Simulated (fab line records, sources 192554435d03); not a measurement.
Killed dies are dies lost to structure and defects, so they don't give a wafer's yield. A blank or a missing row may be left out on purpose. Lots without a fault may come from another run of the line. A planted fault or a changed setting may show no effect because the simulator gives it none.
fab line records | flow n5_finfet
record lots=24 wafers=72 last_day=17
route steps=1938 shown BEOL_M2@863
lots that met no fault: from a run of the same line without faults
start_h: hours from the record's first day to the start of the lot's first wafer shown | wait_h: hours since the lot's step before | " the same as in the row above | L1.1+2: a row that stands for several wafers | - no value, or no start given | * or withheld: withheld | < > ~ a bound
route shown NAME@n: a module of which the file shows steps, and the number in the route of the first | usual: mean/standard deviation of fault-free wafers | same: alike in all rows | chamber/n: place in a boat | sites: the reading at each site | _std_site: their standard deviation | _edge_site: outer sites' mean less inner sites' | radius_mm: how far each site lies from the wafer's centre | mask NAME#n: copy n | behind: the tool/chamber that last shaped the wafer | hold: why the lot was held/for how many hours/how that ended | device: the transistor (n, p or np) that didn't switch | end of line: the same wafers' tests at the end of the route | a step without rows: its recipe alone | killed: dies lost to structure and defects at the first sort, not the wafer's yield | map: a wafer's dies, x killed, . not, _ none there
set.NAME: the setting as run; set.NAME@STEP: as run at that earlier step | model.NAME: the simulator's own value behind a step, which no gauge read
steps of the route over a sample of lots; a table a step, a row a wafer
services: from which hour (start_h, from the record's first day; less than 0 if before it) a tool's chamber was out of use, for how many hours, and why
## steps
# step N5_BEOL_M2_STRIP_66
# recipe chemistry=CF4 resist=SiARC power_w=300 bias_power_w=75 pressure_mtorr=50 cf4_flow_sccm=150 rf_frequency_hz=6e+07
# usual drypump_motor_current_A=5.7/0.52 oes_product_au=0.82/0.074 rf_fwd_power_W=292.5/0.89 rf_vpp_V=270.6/1.2 showerhead_plenum_p_Torr=1.77/0.032 throttle_valve_pct=13.56/0.26
# columns lot.wafer tool chamber start_h wait_h drypump_motor_current_A oes_product_au rf_fwd_power_W rf_hours_counter_h rf_vpp_V showerhead_plenum_p_Torr throttle_valve_pct
L074.2 rie_diel-05 1 135.94 0.0 5.8 0.87 293.0 36 270.5 1.74 13.39
L074.3 " 3 " " 5.0 0.95 293.1 8 269.6 1.78 13.42
L074.4 " 0 " " 5.1 0.86 291.6 48 269.3 1.76 13.32
L075.4 rie_diel-01 0 138.58 0.0 6.3 0.78 292.7 126 272.7 1.83 13.70
L075.5 " 2 " " 5.3 0.76 292.0 - 273.5 1.85 13.55
L075.6 " 3 " " 6.0 0.81 292.8 - 271.7 1.82 13.65
L076.2 rie_diel-05 2 146.70 0.0 6.7 0.73 293.4 172 270.9 1.79 13.98
L076.3 " 1 " " 5.8 0.86 291.4 40 269.5 1.74 13.41
L076.6 " 2 " " 6.7 0.73 292.2 - 270.2 1.78 14.01
L078.2 rie_diel-04 2 153.61 0.0 5.4 0.93 293.4 10 269.4 1.74 13.18
L078.3 " 0 " " 5.9 0.78 293.5 116 269.7 1.74 13.51
L078.4 " 3 " " 6.0 0.93 292.3 15 270.2 1.78 13.26
L077.3 rie_diel-05 0 158.61 0.0 5.0 0.84 293.3 56 269.9 1.76 13.36
L077.5 " 3 " " 5.0 0.93 291.1 - 270.3 1.78 13.42
L077.6 " 2 " " 6.7 0.73 292.9 - 272.8 1.78 14.02
L079.1 rie_diel-04 3 162.21 0.0 6.0 0.93 291.4 18 267.9 1.78 13.28
L079.2 " 0 " " 5.9 0.78 292.6 119 269.6 1.73 13.51
L079.6 " 0 " " 5.9 0.77 293.4 - 268.1 1.74 13.52
L080.1 rie_diel-01 2 165.32 0.0 5.3 0.75 291.4 131 272.5 1.85 13.56
L080.3 " 0 " " 6.3 0.78 292.9 136 271.6 1.83 13.72
L080.4 " 1 " " 5.7 0.69 292.0 219 271.7 1.75 14.05
L081.1 rie_diel-04 3 171.85 0.0 6.0 0.92 291.4 20 270.9 1.78 13.29
L081.3 " 0 " " 5.9 0.77 291.9 122 271.0 1.73 13.53
L081.6 " 1 " " 5.4 0.85 293.9 - 271.6 1.80 13.45
L082.1 rie_diel-05 1 174.26 0.0 5.8 0.85 293.5 50 270.8 1.74 13.44
L082.3 " 0 " " 5.0 0.84 291.1 62 269.0 1.76 13.37
L082.4 " 3 " " 5.0 0.92 291.7 22 271.7 1.78 13.45
L083.1 rie_diel-04 1 180.79 0.0 5.4 0.84 291.9 53 271.6 1.80 13.49
L083.4 " 2 " " 5.4 0.91 292.5 18 270.6 1.74 13.21
L083.5 " 3 " " 6.0 0.91 291.9 - 270.5 1.77 13.29
L084.2 rie_diel-04 2 189.98 0.0 5.3 0.91 294.0 21 271.3 1.74 13.20
L084.3 " 0 " " 5.9 0.77 292.3 128 270.1 1.73 13.54
L084.6 " 2 " " 5.3 0.91 292.3 - 269.0 1.74 13.19
L085.2 rie_diel-04 1 198.27 0.0 5.4 0.84 292.0 59 271.7 1.80 13.50
L085.4 " 2 " " 5.4 0.89 291.1 23 269.0 1.74 13.21
L085.5 " 1 " " 5.4 0.84 292.5 - 272.7 1.80 13.49
L086.2 rie_diel-05 2 208.15 0.0 6.7 0.71 292.4 194 271.2 1.78 14.05
L086.3 " 0 " " 5.1 0.83 291.1 73 270.4 1.75 13.40
L086.6 " 0 " " 5.1 0.83 292.0 - 269.1 1.75 13.40
L087.3 rie_diel-05 1 211.82 0.0 5.8 0.83 291.5 63 268.9 1.74 13.49
L087.5 " 2 " " 6.7 0.71 293.0 - 270.4 1.78 14.06
L087.6 " 1 " " 5.8 0.84 292.8 - 270.2 1.74 13.47
L088.1 rie_diel-01 3 216.06 0.0 6.0 0.79 291.2 109 270.0 1.81 13.72
L088.5 " 2 " " 5.3 0.74 293.7 - 272.7 1.84 13.62
L088.6 " 1 " " 5.7 0.68 291.7 - 270.6 1.74 14.10
L089.1 rie_diel-04 1 219.42 0.0 5.5 0.83 292.8 67 271.3 1.80 13.51
L089.2 " 2 " " 5.4 0.89 291.2 32 269.6 1.74 13.24
L089.3 " 0 " " 5.9 0.76 293.3 139 269.4 1.73 13.57
L090.1 rie_diel-05 1 227.81 0.0 5.8 0.82 292.3 70 268.4 1.74 13.47
L090.3 " 3 " " 5.0 0.89 293.4 40 270.5 1.77 13.47
L090.5 " 1 " " 5.8 0.83 291.9 - 269.9 1.74 13.49
L091.2 rie_diel-01 0 239.07 0.0 6.3 0.76 292.7 159 270.3 1.82 13.78
L091.5 " 0 " " 6.3 0.76 294.1 - 269.6 1.82 13.77
L091.6 " 1 " " 5.7 0.68 292.4 - 270.1 1.74 14.11
L092.1 rie_diel-05 1 240.39 0.0 5.8 0.83 292.1 72 270.1 1.74 13.49
L092.2 " 0 " " 5.0 0.82 292.8 85 271.5 1.75 13.43
L092.4 " 2 " " 6.7 0.70 291.8 206 271.0 1.78 14.07
L093.2 rie_diel-04 3 244.17 0.0 6.0 0.88 294.3 44 270.4 1.77 13.35
L093.3 " 0 " " 5.9 0.75 292.0 147 269.8 1.73 13.58
L093.4 " 1 " " 5.5 0.81 293.4 - 272.7 1.80 13.54
L094.3 rie_diel-05 3 252.35 0.0 5.0 0.87 292.5 50 271.0 1.77 13.52
L094.4 " 0 " " 5.1 0.81 292.8 90 269.9 1.75 13.42
L094.6 " 3 " " 5.0 0.88 292.2 - 269.9 1.77 13.51
L095.2 rie_diel-01 1 256.95 0.0 5.7 0.67 293.1 248 269.8 1.74 14.13
L095.5 " 1 " " 5.7 0.67 294.4 - 269.8 1.74 14.13
L095.6 " 0 " " 6.3 0.75 294.0 - 270.6 1.82 13.78
L096.4 rie_diel-05 3 263.50 0.0 5.0 0.87 292.4 55 271.2 1.77 13.51
L096.5 " 2 " " 6.6 0.70 293.5 - 269.6 1.77 14.11
L096.6 " 1 " " 5.8 0.81 293.7 - 268.5 1.73 13.52
L097.2 rie_diel-04 0 271.23 0.0 5.9 0.75 292.5 159 268.6 1.72 13.60
L097.4 " 3 " " 6.0 0.86 292.3 56 270.5 1.77 13.37
L097.6 " 3 " " 6.0 0.86 292.2 - 268.7 1.77 13.36
# step N5_BEOL_M2_HM_OPEN_17
# recipe chemistry=Cl2/BCl3 target_depth_a=200 overetch_a=60 target=TiN mask_material=SOC ion_energy_ev=150 pressure_mtorr=10 icp_w=1000 bias_w=126 Cl2_flow_sccm=53.25 bcl3_flow_sccm=21.75 Ar_flow_sccm=25
# usual drypump_motor_current_A=5.90/0.25 oes_product_au=0.64/0.069 rf_fwd_power_W=994/3.3 throttle_valve_pct=22.3/0.35
# columns lot.wafer tool chamber start_h wait_h drypump_motor_current_A oes_product_au rf_fwd_power_W rf_hours_counter_h throttle_valve_pct
L074.2 rie_metal-02 1 135.98 0.0 5.66 0.53 996 110 22.9
L074.3 " 0 " " 6.02 0.64 991 - 22.0
L074.4 " 1 " " 5.66 0.54 998 - 22.9
L075.4 rie_metal-02 1 138.65 0.1 5.66 0.53 997 - 22.9
L075.5 " 0 " " 6.08 0.63 991 - 22.1
L075.6 " 1 " " 5.67 0.53 1000 - 23.0
L076.2 rie_metal-02 0 146.74 0.0 6.04 0.65 989 55 22.0
L076.3 " 1 " " 5.68 0.54 997 - 22.9
L076.6 " 1 " " 5.68 0.54 992 - 22.9
L078.2 rie_metal-01 1 153.65 0.0 6.04 0.65 994 45 22.1
L078.3 " 1 " " 6.04 0.64 996 - 22.1
L078.4 " 0 " " 6.33 0.73 997 - 22.3
L077.3 rie_metal-02 0 158.69 0.1 6.06 0.64 991 - 22.0
L077.5 " 0 " " 6.05 0.64 991 - 22.0
L077.6 " 1 " " 5.65 0.54 993 - 22.9
L079.1 rie_metal-02 1 162.26 0.0 5.67 0.52 996 112 23.0
L079.2 " 0 " " 6.04 0.63 991 56 22.0
L079.6 " 1 " " 5.66 0.53 993 - 22.9
L080.1 rie_metal-03 1 165.37 0.0 5.55 0.71 993 28 22.2
L080.3 " 0 " " 5.80 0.71 993 - 22.2
L080.4 " 1 " " 5.55 0.71 992 - 22.2
L081.1 rie_metal-02 0 171.89 0.0 6.03 0.63 993 58 22.0
L081.3 " 1 " " 5.64 0.53 996 - 22.9
L081.6 " 1 " " 5.65 0.53 995 - 23.0
L082.1 rie_metal-01 0 174.30 0.0 6.31 0.73 996 15 22.3
L082.3 " 0 " " 6.30 0.73 998 - 22.3
L082.4 " 1 " " 5.99 0.65 992 - 22.1
L083.1 rie_metal-01 0 180.83 0.0 6.32 0.73 998 15 22.3
L083.4 " 1 " " 6.03 0.66 991 - 22.1
L083.5 " 0 " " 6.31 0.73 997 - 22.3
L084.2 rie_metal-01 1 190.02 0.0 6.06 0.65 1001 48 22.1
L084.3 " 0 " " 6.31 0.74 999 - 22.3
L084.6 " 0 " " 6.30 0.74 989 - 22.3
L085.2 rie_metal-01 1 198.31 0.0 6.00 0.64 992 49 22.1
L085.4 " 0 " " 6.30 0.73 997 - 22.3
L085.5 " 1 " " 6.03 0.64 994 - 22.1
L086.2 rie_metal-03 0 208.19 0.0 5.73 0.69 992 25 22.3
L086.3 " 0 " " 5.76 0.69 992 - 22.2
L086.6 " 1 " " 5.56 0.70 993 - 22.2
L087.3 rie_metal-03 0 211.89 0.1 5.80 0.69 999 - 22.2
L087.5 " 1 " " 5.59 0.69 997 - 22.2
L087.6 " 0 " " 5.77 0.69 997 - 22.2
L088.1 rie_metal-03 0 216.10 0.0 5.79 0.69 995 25 22.2
L088.5 " 1 " " 5.59 0.70 988 - 22.2
L088.6 " 0 " " 5.80 0.69 996 - 22.2
L089.1 rie_metal-02 0 219.46 0.0 6.06 0.63 986 62 22.0
L089.2 " 1 " " 5.65 0.52 994 117 22.9
L089.3 " 1 " " 5.66 0.53 996 - 22.9
L090.1 rie_metal-01 0 227.85 0.0 6.31 0.71 991 19 22.3
L090.3 " 1 " " 6.00 0.65 995 - 22.1
L090.5 " 0 " " 6.31 0.74 992 - 22.3
L091.2 rie_metal-02 0 239.11 0.0 6.10 0.61 990 64 22.0
L091.5 " 1 " " 5.67 0.52 993 - 22.9
L091.6 " 0 " " 6.07 0.62 987 - 22.0
L092.1 rie_metal-02 1 240.43 0.0 5.65 0.51 995 120 23.0
L092.2 " 0 " " 6.08 0.62 991 65 22.0
L092.4 " 1 " " 5.65 0.52 993 - 23.0
L093.2 rie_metal-02 0 244.21 0.0 6.02 0.62 989 65 22.0
L093.3 " 1 " " 5.66 0.53 993 - 22.9
L093.4 " 0 " " 6.05 0.63 989 - 22.0
L094.3 rie_metal-02 0 252.42 0.1 6.05 0.62 998 - 22.0
L094.4 " 1 " " 5.64 0.52 994 - 22.9
L094.6 " 1 " " 5.64 0.53 996 - 22.9
L095.2 rie_metal-01 0 256.99 0.0 6.31 0.72 996 21 22.3
L095.5 " 0 " " 6.32 0.72 997 - 22.3
L095.6 " 1 " " 6.01 0.64 997 - 22.1
L096.4 rie_metal-03 1 263.57 0.1 5.57 0.68 990 - 22.2
L096.5 " 1 " " 5.59 0.68 995 - 22.2
L096.6 " 0 " " 5.77 0.68 993 - 22.2
L097.2 rie_metal-03 1 271.28 0.0 5.59 0.66 996 37 22.2
L097.4 " 1 " " 5.57 0.68 995 - 22.2
L097.6 " 0 " " 5.78 0.68 995 - 22.2
# step N5_BEOL_M2_INSPECT_30
# recipe mode=adi inspect_instrument=brightfield
# usual raw_defect_count=399/100
# columns lot.wafer tool chamber start_h wait_h raw_defect_count
L074.2 defect_inspect-01 - 136.57 0.0 451
L074.3 " - " " 380
L074.4 " - " " 548
L075.4 defect_inspect-01 - 139.21 0.0 418
L075.5 " - " " 444
L075.6 " - " " 263
L076.2 defect_inspect-02 - 147.43 0.0 476
L076.3 " - " " 543
L076.6 " - " " 401
L078.2 defect_inspect-01 - 154.24 0.0 436
L078.3 " - " " 754
L078.4 " - " " 857
L077.3 defect_inspect-01 - 159.37 0.0 441
L077.5 " - " " 493
L077.6 " - " " 425
L079.1 defect_inspect-02 - 162.97 0.1 306
L079.2 " - " " 334
L079.6 " - " " 287
L080.1 defect_inspect-01 - 165.97 0.1 374
L080.3 " - " " 417
L080.4 " - " " 429
L081.1 defect_inspect-01 - 172.48 0.1 324
L081.3 " - " " 319
L081.6 " - " " 300
L082.1 defect_inspect-01 - 174.89 0.1 283
L082.3 " - " " 317
L082.4 " - " " 356
L083.1 defect_inspect-01 - 181.55 0.1 298
L083.4 " - " " 306
L083.5 " - " " 457
L084.2 defect_inspect-02 - 190.61 0.0 314
L084.3 " - " " 548
L084.6 " - " " 417
L085.2 defect_inspect-01 - 199.12 0.0 424
L085.4 " - " " 540
L085.5 " - " " 470
L086.2 defect_inspect-02 - 208.90 0.0 470
L086.3 " - " " 576
L086.6 " - " " 426
L087.3 defect_inspect-01 - 212.58 0.0 403
L087.5 " - " " 381
L087.6 " - " " 322
L088.1 defect_inspect-02 - 216.72 0.1 289
L088.5 " - " " 224
L088.6 " - " " 300
L089.1 defect_inspect-02 - 220.18 0.1 323
L089.2 " - " " 431
L089.3 " - " " 368
L090.1 defect_inspect-02 - 228.44 0.1 474
L090.3 " - " " 264
L090.5 " - " " 232
L091.2 defect_inspect-01 - 239.71 0.0 541
L091.5 " - " " 363
L091.6 " - " " 332
L092.1 defect_inspect-02 - 241.02 0.1 420
L092.2 " - " " 458
L092.4 " - " " 419
L093.2 defect_inspect-01 - 244.80 0.0 390
L093.3 " - " " 428
L093.4 " - " " 403
L094.3 defect_inspect-01 - 252.98 0.0 273
L094.4 " - " " 309
L094.6 " - " " 252
L095.2 defect_inspect-01 - 257.63 0.0 390
L095.5 " - " " 389
L095.6 " - " " 439
L096.4 defect_inspect-02 - 264.16 0.0 471
L096.5 " - " " 292
L096.6 " - " " 315
L097.2 defect_inspect-01 - 272.03 0.0 367
L097.4 " - " " 342
L097.6 " - " " 366
# step N5_BEOL_M2_ETCH_69
# recipe chemistry=CF4 target=SiARC target_depth_a=156 mask_material=CAR-EUV time_s=26 ion_energy_ev=80 pressure_mtorr=40 source_w=545 bias_w=36 Ar_flow_sccm=100 cf4_flow_sccm=100 ends=cleared
# usual drypump_motor_current_A=5.7/0.53 etch_rf_on_time_s=26.2/0.74 oes_product_au=0.70/0.068 rf_fwd_power_W=531.9/1.9 rf_vpp_V=183.9/0.98 showerhead_plenum_p_Torr=2.12/0.045 throttle_valve_pct=15.64/0.23
# columns lot.wafer tool chamber start_h wait_h drypump_motor_current_A etch_rf_on_time_s oes_product_au rf_fwd_power_W rf_hours_counter_h rf_vpp_V showerhead_plenum_p_Torr throttle_valve_pct
L074.2 rie_diel-05 1 136.65 0.0 5.8 26.3 0.75 529.5 37 184.5 2.09 15.48
L074.3 " 2 " " 6.7 28.1 0.60 536.2 169 183.3 2.12 15.98
L074.4 " 3 " " 5.0 26.5 0.81 532.9 8 183.1 2.13 15.48
L075.4 rie_diel-04 0 139.30 0.0 5.9 26.9 0.66 531.7 112 182.5 2.06 15.50
L075.5 " 2 " " 5.4 26.1 0.82 532.2 - 182.9 2.10 15.27
L075.6 " 1 " " 5.4 25.5 0.75 530.4 - 184.6 2.18 15.58
L076.2 rie_diel-01 1 147.53 0.0 5.8 27.0 0.58 531.0 213 184.0 2.10 16.12
L076.3 " 2 " " 5.3 25.5 0.66 534.5 125 185.0 2.24 15.69
L076.6 " 3 " " 5.9 26.2 0.70 529.2 - 183.2 2.18 15.77
L078.2 rie_diel-05 1 154.33 0.0 5.8 25.8 0.74 528.4 41 183.8 2.08 15.48
L078.3 " 3 " " 5.0 26.2 0.80 530.7 14 182.6 2.13 15.52
L078.4 " 2 " " 6.7 28.0 0.60 533.9 174 184.7 2.12 16.02
L077.3 rie_diel-05 2 159.73 0.0 6.7 28.1 0.60 533.7 177 183.5 2.12 16.01
L077.5 " 1 " " 5.8 26.2 0.74 531.8 - 184.1 2.08 15.48
L077.6 " 0 " " 5.1 25.4 0.75 531.8 - 183.8 2.11 15.47
L079.1 rie_diel-05 3 163.06 0.0 5.0 26.2 0.81 530.8 18 183.0 2.13 15.52
L079.2 " 2 " " 6.7 28.1 0.59 535.1 178 185.0 2.12 16.01
L079.6 " 0 " " 5.1 25.7 0.74 532.5 - 183.3 2.11 15.48
L080.1 rie_diel-05 2 166.29 0.0 6.7 27.6 0.61 531.6 180 183.6 2.12 16.03
L080.3 " 0 " " 5.1 25.0 0.75 532.0 59 183.9 2.11 15.48
L080.4 " 1 " " 5.8 25.8 0.74 531.4 47 184.9 2.08 15.49
L081.1 rie_diel-01 1 172.64 0.0 5.7 26.9 0.59 531.0 222 184.2 2.10 16.12
L081.3 " 3 " " 6.0 26.4 0.69 531.9 96 184.2 2.18 15.78
L081.6 " 2 " " 5.3 25.6 0.66 534.1 - 185.5 2.23 15.70
L082.1 rie_diel-04 1 174.98 0.0 5.4 25.6 0.73 532.1 51 184.9 2.18 15.60
L082.3 " 0 " " 5.9 26.7 0.65 533.1 123 182.6 2.06 15.52
L082.4 " 3 " " 6.0 25.3 0.80 531.8 - 183.4 2.11 15.33
L083.1 rie_diel-05 1 181.63 0.0 5.8 26.2 0.73 533.3 52 184.8 2.08 15.50
L083.4 " 3 " " 5.0 26.4 0.78 530.5 25 184.0 2.12 15.53
L083.5 " 1 " " 5.8 26.1 0.73 532.9 - 184.2 2.08 15.50
L084.2 rie_diel-05 2 190.70 0.0 6.7 27.6 0.60 533.8 189 184.1 2.11 16.04
L084.3 " 3 " " 5.0 26.6 0.78 532.7 28 183.9 2.12 15.54
L084.6 " 1 " " 5.8 26.2 0.73 530.7 - 184.3 2.08 15.50
L085.2 rie_diel-05 0 199.37 0.0 5.1 25.5 0.73 532.9 69 184.0 2.10 15.50
L085.4 " 2 " " 6.7 27.7 0.60 535.8 191 185.2 2.11 16.03
L085.5 " 3 " " 4.9 26.5 0.77 531.4 - 183.1 2.12 15.54
L086.2 rie_diel-04 3 208.99 0.0 6.0 25.3 0.79 531.4 33 182.9 2.11 15.35
L086.3 " 0 " " 5.9 26.6 0.65 530.1 135 183.9 2.06 15.53
L086.6 " 3 " " 6.0 25.4 0.78 530.2 - 182.2 2.10 15.35
L087.3 rie_diel-05 1 212.66 0.0 5.7 25.7 0.72 528.8 64 182.8 2.08 15.51
L087.5 " 0 " " 5.1 24.7 0.73 534.3 - 182.6 2.10 15.51
L087.6 " 3 " " 5.0 25.9 0.77 534.1 - 184.3 2.12 15.55
L088.1 rie_diel-01 2 216.80 0.0 5.3 26.1 0.63 531.8 147 186.0 2.23 15.72
L088.5 " 1 " " 5.8 27.0 0.58 528.9 - 182.9 2.09 16.16
L088.6 " 0 " " 6.3 26.2 0.66 532.1 - 184.7 2.17 15.79
L089.1 rie_diel-05 1 220.26 0.0 5.8 26.3 0.71 531.1 67 183.5 2.08 15.55
L089.2 " 2 " " 6.7 27.6 0.59 535.1 198 183.5 2.11 16.06
L089.3 " 3 " " 5.0 26.5 0.76 531.0 38 183.1 2.12 15.56
L090.1 rie_diel-04 2 228.53 0.0 5.3 26.5 0.75 530.9 34 185.4 2.09 15.31
L090.3 " 0 " " 5.9 26.9 0.64 530.1 142 182.9 2.05 15.56
L090.5 " 3 " " 6.0 25.5 0.77 533.4 - 183.5 2.10 15.36
L091.2 rie_diel-01 3 239.83 0.0 6.0 26.2 0.67 531.5 118 184.4 2.17 15.83
L091.5 " 0 " " 6.3 25.9 0.66 531.3 - 184.4 2.17 15.81
L091.6 " 1 " " 5.8 27.1 0.57 531.3 - 184.5 2.09 16.17
L092.1 rie_diel-01 2 241.15 0.0 5.3 25.7 0.64 533.8 156 184.6 2.23 15.73
L092.2 " 1 " " 5.7 27.3 0.56 533.0 243 185.2 2.09 16.15
L092.4 " 0 " " 6.3 25.9 0.66 530.2 160 183.0 2.17 15.81
L093.2 rie_diel-04 1 244.88 0.0 5.4 25.9 0.70 533.0 76 185.0 2.17 15.64
L093.3 " 3 " " 6.0 25.6 0.76 532.8 45 182.2 2.10 15.37
L093.4 " 1 " " 5.4 25.6 0.71 533.1 - 185.2 2.17 15.63
L094.3 rie_diel-04 0 253.07 0.0 5.9 27.1 0.64 528.2 152 183.2 2.05 15.58
L094.4 " 1 " " 5.4 26.0 0.71 534.6 - 184.8 2.17 15.65
L094.6 " 0 " " 5.9 27.1 0.64 532.4 - 182.9 2.05 15.56
L095.2 rie_diel-01 1 257.87 0.0 5.7 27.4 0.56 536.8 249 184.8 2.09 16.17
L095.5 " 1 " " 5.7 27.1 0.57 533.0 - 183.6 2.09 16.18
L095.6 " 2 " " 5.3 26.2 0.62 532.9 - 184.6 2.22 15.74
L096.4 rie_diel-05 0 264.38 0.0 5.1 25.4 0.70 531.0 94 184.2 2.09 15.56
L096.5 " 0 " " 5.1 25.5 0.70 530.4 - 182.7 2.09 15.53
L096.6 " 1 " " 5.8 26.1 0.70 533.1 - 183.6 2.07 15.54
L097.2 rie_diel-05 2 272.11 0.0 6.7 27.9 0.58 535.8 218 185.0 2.10 16.08
L097.4 " 1 " " 5.8 26.1 0.69 531.8 84 184.7 2.07 15.55
L097.6 " 3 " " 5.0 26.6 0.73 531.4 - 183.4 2.11 15.61
# step N5_BEOL_M2_SPUTTER_96
# recipe material=Cu target_thk_a=45 temp_c=-20 chamber_pressure_pa=0.07 power_w=withheld time_s=8.29
# usual throttle_valve_pct=29.7/1.1
# columns lot.wafer tool chamber start_h wait_h throttle_valve_pct
L074.2 pvd_sputter-03 - 141.40 0.1 29.0
L074.3 " - " " 29.7
L074.4 " - " " 30.4
L075.4 pvd_sputter-01 - 145.06 0.1 32.1
L075.5 " - " " 28.6
L075.6 " - " " 29.5
L076.2 pvd_sputter-02 - 156.69 0.1 28.3
L076.3 " - " " 30.2
L076.6 " - " " 30.3
L078.2 pvd_sputter-01 - 161.17 0.1 29.3
L078.3 " - " " 32.5
L078.4 " - " " 28.3
L077.3 pvd_sputter-01 - 164.19 0.1 28.6
L077.5 " - " " 32.0
L077.6 " - " " 29.3
L079.1 pvd_sputter-01 - 168.00 0.1 29.5
L079.2 " - " " 32.3
L079.6 " - " " 29.3
L080.1 pvd_sputter-02 - 170.45 0.1 30.4
L080.3 " - " " 30.5
L080.4 " - " " 30.5
L081.1 pvd_sputter-03 - 182.52 0.1 30.4
L081.3 " - " " 30.0
L081.6 " - " " 28.9
L082.1 pvd_sputter-02 - 183.07 0.1 30.3
L082.3 " - " " 28.1
L082.4 " - " " 29.7
L083.1 pvd_sputter-03 - 186.24 0.1 30.1
L083.4 " - " " 30.2
L083.5 " - " " 28.8
L084.2 pvd_sputter-01 - 195.84 0.1 29.2
L084.3 " - " " 28.6
L084.6 " - " " 29.4
L085.2 pvd_sputter-03 - 205.04 0.1 30.7
L085.4 " - " " 30.2
L085.5 " - " " 30.5
L086.2 pvd_sputter-01 - 213.67 0.1 29.4
L086.3 " - " " 32.2
L086.6 " - " " 32.0
L087.3 pvd_sputter-01 - 217.52 0.1 32.2
L087.5 " - " " 29.3
L087.6 " - " " 29.3
L088.1 pvd_sputter-01 - 222.56 0.1 29.5
L088.5 " - " " 28.3
L088.6 " - " " 29.4
L089.1 pvd_sputter-01 - 226.48 0.1 32.2
L089.2 " - " " 29.1
L089.3 " - " " 28.8
L090.1 pvd_sputter-01 - 235.24 0.1 28.1
L090.3 " - " " 29.1
L090.5 " - " " 29.4
L091.2 pvd_sputter-02 - 245.52 0.1 28.4
L091.5 " - " " 30.5
L091.6 " - " " 30.2
L092.1 pvd_sputter-02 - 248.31 0.1 30.3
L092.2 " - " " 29.8
L092.4 " - " " 30.1
L093.2 pvd_sputter-01 - 251.30 0.1 29.3
L093.3 " - " " 28.3
L093.4 " - " " 29.5
L094.3 pvd_sputter-03 - 259.47 0.1 30.6
L094.4 " - " " 28.6
L094.6 " - " " 28.8
L095.2 pvd_sputter-01 - 262.18 0.1 28.3
L095.5 " - " " 29.8
L095.6 " - " " 28.5
L096.4 pvd_sputter-02 - 268.80 0.1 30.0
L096.5 " - " " 30.1
L096.6 " - " " 28.4
L097.2 pvd_sputter-01 - 281.90 0.1 29.3
L097.4 " - " " 29.3
L097.6 " - " " 32.2
# step N5_BEOL_M2_THK_MEAS_53
# recipe thk_meas_gauge=xrf reads=Cu_of_BEOL_M2_ECD_50
# usual M2_THK=40.8/2
# columns lot.wafer tool chamber start_h wait_h M2_THK[nm]
L074.2 film_metro-02 - 142.21 - 37.8
L074.3 " - " " 41.7
L074.4 " - " " 42.0
L075.4 film_metro-02 - 145.86 - 42.3
L075.5 " - " " 38.1
L075.6 " - " " 44.1
L076.2 film_metro-02 - 157.59 - 38.4
L076.3 " - " " 41.6
L076.6 " - " " 39.4
L078.2 film_metro-01 - 162.12 - 37.3
L078.3 " - " " 38.4
L078.4 " - " " 38.9
L077.3 film_metro-01 - 164.99 - 40.0
L077.5 " - " " 41.4
L077.6 " - " " 40.5
L079.1 film_metro-02 - 168.79 - 40.6
L079.2 " - " " 38.3
L079.6 " - " " 40.6
L080.1 film_metro-02 - 171.24 - 37.4
L080.3 " - " " 40.1
L080.4 " - " " 42.5
L081.1 film_metro-02 - 183.32 - 41.9
L081.3 " - " " 40.1
L081.6 " - " " 38.2
L082.1 film_metro-02 - 184.02 - 39.6
L082.3 " - " " 39.3
L082.4 " - " " 43.0
L083.1 film_metro-01 - 187.03 - 41.8
L083.4 " - " " 43.0
L083.5 " - " " 42.5
L084.2 film_metro-02 - 196.64 - 40.4
L084.3 " - " " 39.5
L084.6 " - " " 41.8
L085.2 film_metro-02 - 205.82 - 42.3
L085.4 " - " " 38.7
L085.5 " - " " 41.1
L086.2 film_metro-02 - 214.45 - 42.4
L086.3 " - " " 36.5
L086.6 " - " " 39.5
L087.3 film_metro-01 - 218.31 - 45.3
L087.5 " - " " 42.3
L087.6 " - " " 43.1
L088.1 film_metro-01 - 223.35 - 41.6
L088.5 " - " " 42.0
L088.6 " - " " 38.8
L089.1 film_metro-02 - 227.42 - 42.5
L089.2 " - " " 41.8
L089.3 " - " " 41.4
L090.1 film_metro-01 - 236.03 - 42.4
L090.3 " - " " 42.2
L090.5 " - " " 42.5
L091.2 film_metro-01 - 246.32 - 40.8
L091.5 " - " " 36.2
L091.6 " - " " 39.6
L092.1 film_metro-02 - 249.10 - 41.7
L092.2 " - " " 42.5
L092.4 " - " " 44.7
L093.2 film_metro-02 - 252.37 - 38.9
L093.3 " - " " 43.0
L093.4 " - " " 41.2
L094.3 film_metro-02 - 260.28 - 44.3
L094.4 " - " " 41.3
L094.6 " - " " 41.7
L095.2 film_metro-02 - 262.98 - 43.7
L095.5 " - " " 39.0
L095.6 " - " " 40.9
L096.4 film_metro-01 - 269.59 - 36.8
L096.5 " - " " 39.8
L096.6 " - " " 40.9
L097.2 film_metro-02 - 282.70 - 41.7
L097.4 " - " " 43.4
L097.6 " - " " 39.6
## services
# columns tool chamber start_h hours kind
rie_metal-03 - 125.06 2.8 pm
rie_diel-04 - 148.85 0.1 repair
rie_diel-04 2 172.28 4.3 repair
rie_diel-05 0 185.05 3.2 repair
rie_diel-04 - 190.71 1.6 repair
rie_diel-05 1 230.89 5.4 repair
rie_diel-04 2 242.38 12.5 repair
rie_metal-02 1 252.48 - clean
rie_metal-02 1 252.48 16.5 scheduled_down
rie_metal-02 1 252.48 16.5 vent_cycle
rie_diel-01 1 260.23 - clean
rie_diel-01 1 260.23 - consumable_replace:esc
rie_diel-01 1 260.23 - consumable_replace:focus_ring
## key
fault none
